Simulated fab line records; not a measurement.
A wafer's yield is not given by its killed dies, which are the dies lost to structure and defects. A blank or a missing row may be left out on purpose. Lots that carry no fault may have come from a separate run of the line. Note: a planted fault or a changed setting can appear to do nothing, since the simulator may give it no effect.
Matching of chambers :: flow nandHarc :: NHARC_A_STAIRCASE_TRIM_12 on rieDiel-06: 4 sister chambers
The step chemistry O2, time 211.2 s. 4 wafers are shown with their chamber, then 8 later ones without.

## WAFERS PAIRED WITH THEIR CHAMBERS
wafer: L087.1
chamber: 2
showerheadPlenumPTorr (Torr): 3.48

wafer: L088.5
chamber: 0
showerheadPlenumPTorr (Torr): 3.45

wafer: L088.6
chamber: 1
showerheadPlenumPTorr (Torr): 3.71

wafer: L089.1
chamber: 3
showerheadPlenumPTorr (Torr): 3.68

## WAFERS MISSING THEIR CHAMBER
wafer: L089.4
showerheadPlenumPTorr (Torr): 3.45

wafer: L089.5
showerheadPlenumPTorr (Torr): 3.68

wafer: L091.1
showerheadPlenumPTorr (Torr): 3.70

wafer: L091.3
showerheadPlenumPTorr (Torr): 3.45

wafer: L091.5
showerheadPlenumPTorr (Torr): 3.48

wafer: L093.1
showerheadPlenumPTorr (Torr): 3.70

wafer: L093.2
showerheadPlenumPTorr (Torr): 3.68

wafer: L093.3
showerheadPlenumPTorr (Torr): 3.45

## CHAMBER TAKEN BY EACH
wafer: L089.4
from the rows above: 0
in truth: 0

wafer: L089.5
from the rows above: 3
in truth: 3

wafer: L091.1
from the rows above: 1
in truth: 1

wafer: L091.3
from the rows above: 0
in truth: 0

wafer: L091.5
from the rows above: 2
in truth: 2

wafer: L093.1
from the rows above: 1
in truth: 1

wafer: L093.2
from the rows above: 3
in truth: 3

wafer: L093.3
from the rows above: 0
in truth: 0
Placed correctly: 8 of 8. From these rows, 0 cannot be placed. Number placed wrongly: 0.
How it was worked out, from the rows above alone: a wafer's distance from a chamber is the root of the sum, over the readings, of the square of ((its reading less the chamber's mean) divided by the reading's scatter). If the next closest chamber is less than 2 further off than the closest, the wafer can't be placed; otherwise it belongs to the closest. For every chamber, the mean is computed from those of its wafers that are shown. The scatter: with one shown wafer a chamber, the root of the mean of the squares of how far each hidden wafer lies from its nearest shown one.
